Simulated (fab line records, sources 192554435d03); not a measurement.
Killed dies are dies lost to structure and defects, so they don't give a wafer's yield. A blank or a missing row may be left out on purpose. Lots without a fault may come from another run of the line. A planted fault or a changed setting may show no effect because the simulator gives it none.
Which tool did it? | flow n5_finfet | 12 lots, 36 wafers sampled, at 5 steps of a route of 1938

WHAT THE GAUGES READ, wafer by wafer
N5_BEOL_M6_INSPECT_13: inspects for defects (brightfield).
lot  | measured     | on                | raw_defect_count
L074 | day 9 06:40  | defect_inspect-01 | 368 394 349
L077 | day 9 16:07  | defect_inspect-02 | 286 378 380
L078 | day 10 13:48 | defect_inspect-02 | 573 483 519
L080 | day 10 19:36 | defect_inspect-01 | 534 619 360
L083 | day 10 23:50 | defect_inspect-01 | 418 348 359
L085 | day 11 09:43 | defect_inspect-02 | 425 333 426
L087 | day 12 03:52 | defect_inspect-01 | 442 610 534
L089 | day 12 14:42 | defect_inspect-01 | 402 465 338
L091 | day 13 00:35 | defect_inspect-01 | 463 479 316
L095 | day 13 21:58 | defect_inspect-01 | 296 445 447
L094 | day 14 09:44 | defect_inspect-01 | 351 365 286
L097 | day 14 15:02 | defect_inspect-01 | 312 369 319

WHICH TOOL RAN EACH LOT (tool, then ch and the chambers of the sampled wafers, then the start)
lot  | N5_BEOL_M5_CURE_80            | N5_BEOL_M5_SURFACE_TREAT_87  | N5_BEOL_M5_ANNEAL_49         | N5_BEOL_M6_ILD_DEP_00
L074 | uv_cure-03 ch 1, day 8 19:51  | pvd_sputter-03, day 8 22:12  | pvd_sputter-01, day 8 22:31  | pecvd-01 ch 1,2, day 9 04:11
L077 | uv_cure-03 ch 2, day 9 06:29  | pvd_sputter-01, day 9 08:21  | pvd_sputter-01, day 9 08:43  | pecvd-01 ch 0,2, day 9 14:13
L078 | uv_cure-02 ch 0, day 10 05:45 | pvd_sputter-03, day 10 06:28 | pvd_sputter-03, day 10 06:47 | pecvd-03 ch 0,2, day 10 12:11
L080 | uv_cure-01 ch 0, day 10 06:20 | pvd_sputter-01, day 10 07:19 | pvd_sputter-02, day 10 09:23 | pecvd-02 ch 0,1,2, day 10 15:02
L083 | uv_cure-02 ch 2, day 10 13:32 | pvd_sputter-01, day 10 14:14 | pvd_sputter-02, day 10 15:46 | pecvd-01 ch 0,1, day 10 21:14
L085 | uv_cure-03 ch 0, day 10 23:59 | pvd_sputter-01, day 11 02:25 | pvd_sputter-02, day 11 02:44 | pecvd-01 ch 0,1, day 11 08:13
L087 | uv_cure-03 ch 2, day 11 17:50 | pvd_sputter-02, day 11 19:08 | pvd_sputter-01, day 11 20:15 | pecvd-03 ch 0,1,2, day 12 01:45
L089 | uv_cure-03 ch 2, day 12 03:46 | pvd_sputter-01, day 12 04:44 | pvd_sputter-03, day 12 06:40 | pecvd-03 ch 0,1,2, day 12 12:07
L091 | uv_cure-02 ch 2, day 12 13:58 | pvd_sputter-03, day 12 14:55 | pvd_sputter-03, day 12 15:17 | pecvd-03 ch 0,2, day 12 20:53
L095 | uv_cure-01 ch 2, day 13 12:33 | pvd_sputter-01, day 13 13:25 | pvd_sputter-01, day 13 13:50 | pecvd-02 ch 0,1,2, day 13 19:13
L094 | uv_cure-03 ch 1, day 13 22:29 | pvd_sputter-03, day 13 23:56 | pvd_sputter-02, day 14 00:14 | pecvd-01 ch 1,2, day 14 05:38
L097 | uv_cure-01 ch 2, day 14 05:34 | pvd_sputter-02, day 14 07:06 | pvd_sputter-02, day 14 07:31 | pecvd-03 ch 0,1,2, day 14 12:54
- N5_BEOL_M5_CURE_80: cures SiCOH lowk, time 120 s.
- N5_BEOL_M5_SURFACE_TREAT_87
- N5_BEOL_M5_ANNEAL_49: time 1800 s.
- N5_BEOL_M6_ILD_DEP_00: deposits SiCOH lowk from DEMS/porogen, target thk 179.75 nm, time 33.4 s.

THE ANSWER, worked out from the rows above alone
Rule: what is usual is taken from the lots themselves. Put in order of their means at a reading, lots are off if they are a third of the lots or fewer, leave a main group of 4 or more, and stand apart from it by a gap of 3 or more times the standard deviation of the main group's means; of several such gaps the widest counts. A main group whose means are all the same, to the digits that the tables above print for the reading, isn't used. A lot without any number at a reading at which 4 lots or more have one is off too. The other lots that the step has rows for count as sound.
No lot is off at any reading shown: from this, nothing can be told.

WHAT THE SIMULATOR HAD PUT IN
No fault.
